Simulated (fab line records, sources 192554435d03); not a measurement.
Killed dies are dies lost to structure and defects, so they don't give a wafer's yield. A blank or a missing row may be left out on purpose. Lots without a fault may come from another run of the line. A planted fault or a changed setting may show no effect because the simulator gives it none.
fab line records | flow n5_finfet
record lots=5 wafers=14 last_day=18
route steps=1938 shown BEOL_M1@785 BEOL_M4@1111 PASSIVATION@1936
lots that met no fault: from a run of the same line without faults
start_h: hours from the record's first day to the start of the lot's first wafer shown | wait_h: hours since the lot's step before | " the same as in the row above | L1.1+2: a row that stands for several wafers | - no value, or no start given | * or withheld: withheld | < > ~ a bound
route shown NAME@n: a module of which the file shows steps, and the number in the route of the first | usual: mean/standard deviation of fault-free wafers | same: alike in all rows | chamber/n: place in a boat | sites: the reading at each site | _std_site: their standard deviation | _edge_site: outer sites' mean less inner sites' | radius_mm: how far each site lies from the wafer's centre | mask NAME#n: copy n | behind: the tool/chamber that last shaped the wafer | hold: why the lot was held/for how many hours/how that ended | device: the transistor (n, p or np) that didn't switch | end of line: the same wafers' tests at the end of the route | a step without rows: its recipe alone | killed: dies lost to structure and defects at the first sort, not the wafer's yield | map: a wafer's dies, x killed, . not, _ none there
set.NAME: the setting as run; set.NAME@STEP: as run at that earlier step | model.NAME: the simulator's own value behind a step, which no gauge read
lots at some steps of the route; a table a step, a row a wafer
services: from which hour (start_h, from the record's first day; less than 0 if before it) a tool's chamber was out of use, for how many hours, and why
## steps
# step N5_BEOL_M1_DEVELOP_27
# recipe develop_time_s=30 developer=TMAH resist=CAR-EUV rinse_liquid=surfactant_rinse dry=air_spin dev_temp_c=23
# step N5_BEOL_M1_DESCUM_33
# recipe chemistry=O2 time_s=7 source_power_w=50 bias_power_w=20 pressure_mtorr=20 rf_frequency_hz=2.712e+07 temp_c=40 resist=CAR-EUV o2_flow_sccm=225
# step N5_BEOL_M1_ETCH_77
# recipe chemistry=N2/H2 target=underlayer target_depth_a=65 mask_material=CAR-EUV time_s=5.2 ion_energy_ev=200 pressure_mtorr=30 source_w=840 bias_w=150 n2_flow_sccm=200 h2_flow_sccm=200 ends=cleared
# step N5_BEOL_M1_ETCH_69
# recipe chemistry=CF4 target=SiARC target_depth_a=156 mask_material=CAR-EUV time_s=26 ion_energy_ev=80 pressure_mtorr=40 source_w=545 bias_w=36 Ar_flow_sccm=100 cf4_flow_sccm=100 ends=cleared
# step N5_BEOL_M1_ALD_98
# recipe material=SiO2 target_thk_a=25 temp_c=100 ald_precursor_family=BDEAS ald_co_reactant=O2-plasma pulse_time_s=1 co_reactant_pulse_time_s=1 purge_time_s=2 co_reactant_purge_time_s=2 ald_cycles=17 pressure_torr=2
# step N5_BEOL_M1_ETCHBACK_99
# recipe chemistry=CHF3 target=SiO2 target_depth_a=50 time_s=10.4 source_w=215 bias_w=47 Ar_flow_sccm=200 CHF3_flow_sccm=12 ion_energy_ev=100 pressure_mtorr=30
# step N5_BEOL_M1_ETCH_70
# recipe chemistry=N2/H2 target=SOC target_depth_a=800 overetch_a=160 mask_material=SiARC temp_c=40 time_s=120 ion_energy_ev=200 pressure_mtorr=30 source_w=840 bias_w=150 n2_flow_sccm=200 h2_flow_sccm=200
# step N5_BEOL_M1_STRIP_71
# recipe chemistry=N2/H2 temp_c=40 n2_flow_sccm=200 h2_flow_sccm=200 rf_frequency_hz=6e+07
# step N5_BEOL_M1_STRIP_78
# recipe chemistry=N2/H2 temp_c=40 n2_flow_sccm=200 h2_flow_sccm=200 rf_frequency_hz=6e+07
# step N5_BEOL_M1_VIA_ETCH_34
# recipe chemistry=C4F6/O2 target_depth_a=678 mask_material=SOC pressure_mtorr=15 ion_energy_ev=250 taper_deg=4 time_s=64.4 source_w=350 bias_w=170 Ar_flow_sccm=300 C4F6_flow_sccm=10 O2_flow_sccm=10
# usual drypump_motor_current_A=5.95/0.29 oes_o_777_au=0.82/0.1 oes_product_au=0.83/0.1 rf_fwd_power_W=346.9/1.4 rf_vpp_V=667/14 run_length_s=87.5/0.39 showerhead_plenum_p_Torr=2.91/0.065 throttle_valve_pct=30.84/0.26
# columns lot.wafer tool chamber start_h wait_h drypump_motor_current_A oes_o_777_au oes_product_au rf_fwd_power_W rf_hours_counter_h rf_vpp_V run_length_s showerhead_plenum_p_Torr throttle_valve_pct model.etch.depth_nm model.SOC_of_BEOL_M1_COAT_67.thk_nm
L472.2 rie_diel-02 2 161.46 0.0 6.16 0.67 0.69 347.0 207 668 87.6 2.81 30.49 66.45 52.2
L472.5 " 0 " " 5.47 0.74 0.74 346.6 - 671 91.9 2.93 31.14 69.79 51.8
L472.6 " 3 " " 6.27 0.95 0.93 347.3 - 653 87.5 3.00 30.64 68.41 52
L471.1 rie_diel-02 0 166.23 0.0 5.46 0.74 0.75 347.5 157 671 87.7 2.93 31.16 66.76 52.2
L471.4 " 2 " " 6.18 0.67 0.69 347.6 208 669 91.4 2.80 30.51 71.15 51.4
L471.6 " 1 " " 5.72 0.90 0.96 347.5 - 674 87.0 2.93 30.91 69.75 52
L473.4 rie_diel-02 2 167.60 0.0 6.15 0.68 0.69 347.6 209 668 91.4 2.80 30.50 70.42 52
L473.5 " 0 " " 5.47 0.74 0.75 345.3 - 672 91.8 2.93 31.17 70.64 52
L485.2 rie_diel-02 0 238.80 0.0 5.47 0.72 0.73 347.4 182 670 88.4 2.92 31.17 66.12 52.6
L485.4 " 1 " " 5.73 0.85 0.89 348.4 22 674 87.0 2.92 30.93 68.22 52.4
L485.6 " 3 " " 6.25 0.90 0.88 346.2 - 653 87.9 2.99 30.66 68.58 51.8
L489.2 rie_diel-01 0 263.25 0.0 6.33 0.79 0.82 347.1 81 684 86.7 2.88 31.07 68.24 52
L489.5 " 0 " " 6.33 0.79 0.82 348.4 - 685 87.0 2.88 31.06 68.2 52
L489.6 " 1 " " 5.80 0.95 0.91 348.9 - 638 87.5 2.92 30.93 67.29 52
# step N5_BEOL_M1_STRIP_83
# recipe chemistry=C4F6/O2 resist=SiARC rf_frequency_hz=6e+07
# step N5_BEOL_M4_RC_MEAS_101
# usual DIBL_N=36.0/2.2 DIBL_P=36.2/2.4 IOFF_N=0.16/0.035 IOFF_P=0.21/0.037 ION_N=672/13 ION_P=461/7 SS_N=71.4/0.69 SS_P=73.2/0.75 VT_N=250/3.4 VT_P=-251/3
# columns lot.wafer tool chamber start_h wait_h DIBL_N[mV/V] DIBL_P[mV/V] IOFF_N[nA/um] IOFF_P[nA/um] ION_N[uA/um] ION_P[uA/um] SS_N[mV/dec] SS_P[mV/dec] VT_N[mV] VT_P[mV]
L472.2 prober-01 0 235.24 0.2 34.4 35.1 0.12 0.18 659 460 70.6 72.7 252 -253
L472.5 " 0 " " 33.4 33.9 0.11 0.16 656 456 70.9 71.4 255 -252
L472.6 " 0 " " 34.6 34.9 0.13 0.18 675 465 70.5 72.5 251 -252
L473.4 prober-02 0 236.16 0.5 36.7 37.9 0.18 0.24 684 471 71.8 73.6 246 -246
L473.5 " 0 " " 38.6 39.8 0.23 0.29 692 477 71.1 74.2 241 -245
L471.1 prober-02 0 236.73 0.0 33.1 33.9 0.11 0.17 653 452 70.3 72.8 258 -255
L471.4 " 0 " " 36.9 37.4 0.19 0.23 678 466 72.1 73.7 248 -249
L471.6 " 0 " " 37.6 38.0 0.20 0.24 668 458 72.4 74.2 249 -250
L485.2 prober-02 0 322.19 0.2 38.1 39.9 0.19 0.26 669 465 72.0 73.9 248 -246
L485.4 " 0 " " 35.9 36.5 0.15 0.20 660 451 71.4 73.1 253 -252
L485.6 " 0 " " 34.2 34.5 0.13 0.16 658 449 70.9 72.6 253 -252
L489.2 prober-01 0 341.25 0.2 38.0 36.8 0.19 0.22 691 470 71.4 73.7 244 -248
L489.5 " 0 " " 38.4 37.7 0.18 0.24 679 466 71.6 73.9 247 -250
L489.6 " 0 " " 39.5 40.4 0.24 0.29 702 484 72.3 74.4 245 -247
# step N5_PASSIVATION_PROBE_49
# usual defect_limited_yield=91.2/1.4 killed_at_M0_to_M3=34/9.4 killed_at_M4_up=14/5.6 killed_at_contacts=13/7.8 killed_at_front_end=37/10 killed_at_other=4/3.3 killed_dies=103/17 killed_open=68/13 killed_short=33/8.2 sort_bin_5_function=5.1/0.92 sort_bin_6_memory=3.3/0.71 sort_n_pass=1077/17 sort_yield_pct=91.2/1.4
# same gross_dies=1180 killed_at_back_side=0 sort_bin_4_leakage[%]=0 sort_bin_8_speed[%]=0
# columns lot.wafer tool chamber start_h wait_h defect_limited_yield[%] killed_at_M0_to_M3 killed_at_M4_up killed_at_contacts killed_at_front_end killed_at_other killed_dies killed_open killed_short sort_bin_5_function[%] sort_bin_6_memory[%] sort_n_pass sort_yield_pct[%]
L473.4 prober-02 - 343.98 0.2 91.1 29 16 15 39 6 105 65 39 4.9 3.8 1075 91.1
L473.5 prober-02 - 344.03 0.2 90.4 25 19 10 52 7 113 78 34 5.8 3.3 1067 90.4
# killed by level:class
L473.4 BEOL_M0_SAQP:geometric_particle:open=14 MOL_CONTACT_COAG:geometric_particle:open=9 FIN_SAQP:geometric_particle:short=7 STI_FIN_REVEAL:geometric_particle:open=7 BEOL_M2:geometric_particle:open=7 MOL_CONTACT_COAG:geometric_particle:short=6 BEOL_M4:geometric_particle:open=6 FIN_SAQP:geometric_particle:open=5
L473.5 STI_FIN_REVEAL:geometric_particle:open=17 MOL_CONTACT_COAG:geometric_particle:open=10 BEOL_M0_SAQP:geometric_particle:open=9 FIN_SAQP:geometric_particle:open=7 STI_FIN_REVEAL:geometric_particle:short=7 BEOL_M4:geometric_particle:open=6 ILD0:geometric_particle:open=4 FIN_SAQP:geometric_particle:short=4
## services
# columns tool chamber start_h hours kind
rie_diel-02 1 138.98 - clean
rie_diel-02 1 138.98 - consumable_replace:focus_ring
rie_diel-02 1 138.98 11.9 scheduled_down
rie_diel-02 1 138.98 11.9 vent_cycle
rie_diel-01 3 144.44 4.0 repair
rie_diel-01 2 168.39 - clean
rie_diel-01 2 168.39 - consumable_replace:focus_ring
rie_diel-01 2 168.39 - consumable_replace:showerhead
rie_diel-01 2 168.39 21.4 scheduled_down
rie_diel-01 2 168.39 21.4 vent_cycle
rie_diel-02 2 177.07 8.7 repair
rie_diel-01 1 189.91 - clean
rie_diel-01 1 189.91 - consumable_replace:focus_ring
rie_diel-01 1 189.91 30.6 scheduled_down
rie_diel-01 1 189.91 30.6 vent_cycle
rie_diel-02 1 203.82 16.6 repair
rie_diel-01 3 205.00 4.9 repair
rie_diel-01 3 252.29 4.1 repair
## key
first_sign step=N5_BEOL_M1_VIA_ETCH_34 reading=run_length_s direction=up sigmas=11 usual=* struck=*
effect none on later readings
model_effect step=N5_BEOL_M1_VIA_ETCH_34 value=etch.depth_nm without=66.42 struck=70.5
met_at N5_BEOL_M1_VIA_ETCH_34
struck_wafers L471.4,L472.5,L473.4,L473.5
fault kind=process_parameter_drift tool=rie_diel-02 chamber=- onset_h=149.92 steps=N5_BEOL_M1_VIA_ETCH_34 channel=time_s offset=* shape=step end_h=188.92 scope=struck_wafers_only acts_in=* stated=*
